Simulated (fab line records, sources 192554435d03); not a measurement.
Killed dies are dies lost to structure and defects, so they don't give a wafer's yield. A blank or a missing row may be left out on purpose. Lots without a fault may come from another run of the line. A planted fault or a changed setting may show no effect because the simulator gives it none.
Split-lot experiment | flow n5_finfet | 7 lots, 21 wafers read, on a route of 1938 steps

THE SPLIT
At N5_BEOL_M7_DEP_56 (deposits SiCN from 3MS/NH3, target thk 10 nm, time 17.5 s), the setting time_s was moved away from the recipe's 17.5 s on 9 of the 21 wafers read, by -8.1% to +13.0%. The other wafers ran this setting at the recipe's value.

The reading is taken at the split's own step.

THE READING
SiCN_of_BEOL_M7_DEP_56.thk_nm (the simulator's own value, which no gauge read), in nm, at N5_BEOL_M7_DEP_56 (deposits SiCN from 3MS/NH3, target thk 10 nm, time 17.5 s). The file gives no usual value for it. The 12 wafers here that ran the recipe average 10.0 nm, standard deviation 0.16 nm.

wafer  | tool, chamber at the split | time_s as run, s | against the recipe | SiCN_of_BEOL_M7_DEP_56.thk_nm, nm | against lot-mates on the recipe
L081.2 | pecvd-04, 0                | 17.5             | recipe             | 9.8                               | -
L081.4 | pecvd-04, 1                | 16.08            | -8.1%              | 9.2                               | -0.6
L081.5 | pecvd-04, 2                | 16.08            | -8.1%              | 9                                 | -0.8
L082.1 | pecvd-03, 1                | 18.46            | +5.5%              | 10.2                              | +0.2
L082.4 | pecvd-03, 1                | 17.5             | recipe             | 10                                | -
L082.5 | pecvd-03, 2                | 18.46            | +5.5%              | 10.4                              | +0.4
L084.3 | pecvd-02, 2,0              | 17.5             | recipe             | 10.2                              | -
L084.6 | pecvd-02, 2,0              | 17.5             | recipe             | 10.2                              | -
L084.5 | pecvd-02, 2                | 18.79            | +7.4%              | 11                                | +0.8
L088.1 | pecvd-03, 2                | 17.5             | recipe             | 9.8                               | -
L088.2 | pecvd-03, 0                | 17.5             | recipe             | 10                                | -
L088.5 | pecvd-03, 1                | 19.66            | +12.3%             | 11.2                              | +1.3
L090.1 | pecvd-02, 1,0              | 16.81            | -3.9%              | 9.4                               | -0.8
L090.2 | pecvd-02, 1,0              | 16.81            | -3.9%              | 9.4                               | -0.8
L090.6 | pecvd-02, 0                | 17.5             | recipe             | 10.2                              | -
L096.1 | pecvd-04, 0                | 17.5             | recipe             | 9.8                               | -
L096.2 | pecvd-04, 1                | 17.5             | recipe             | 10                                | -
L096.5 | pecvd-04, 0                | 19.78            | +13.0%             | 11.4                              | +1.5
L097.3 | pecvd-03, 0                | 17.5             | recipe             | 10                                | -
L097.4 | pecvd-03, 1,0              | 17.5             | recipe             | 10.2                              | -
L097.6 | pecvd-03, 1,0              | 17.5             | recipe             | 10.2                              | -
Where a row lists several chambers, the file gives one row for several wafers and doesn't say which wafer went through which chamber.

THE FIT
A straight line over all 21 wafers: SiCN_of_BEOL_M7_DEP_56.thk_nm changes by +0.106 nm for each +1% of time_s; r = +0.95; the points scatter about the line by 0.18 nm.
The same after taking each lot's own level away (the mean of its wafers on the recipe; 21 wafers): +0.106 nm for each +1%; r = +0.96; scatter 0.18 nm.
On that fit, the largest move of time_s shifts the reading by 1.4 nm.
The lots' own levels span 9.80 to 10.20 nm, that is 2.5 times the standard deviation above.
So the lot-to-lot level changes the slope little: the two slopes agree.
Check: with one of the wafers moved furthest among these (+13.0%) left out of the fit, the line predicts +1.26 nm for it against its lot-mates. It came out at +1.5 nm against them.

OTHER SPLITS ON THESE WAFERS
These wafers also went through other splits before the reading. Each is held against what the fit with the lots' levels taken away leaves over:
other split on the same wafers | wafers away from the commonest value | r with SiCN_of_BEOL_M7_DEP_56.thk_nm (lot level and that fit taken away)
N5_BEOL_M3_COAT_67 spin_rpm    | 8                                    | -0.23
N5_BEOL_M4_DEP_57 time_s       | 9                                    | +0.33
N5_BEOL_M5_COAT_66 spin_rpm    | 8                                    | -0.42
N5_BEOL_M5_COAT_22 spin_rpm    | 8                                    | -0.13
N5_BEOL_M6_ETCH_66 bias_w      | 6                                    | +0.38

THE FILE'S OWN FIT
SiCN_of_BEOL_M7_DEP_56.thk_nm changes by +0.107 nm for each +1% of time_s, r = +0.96.
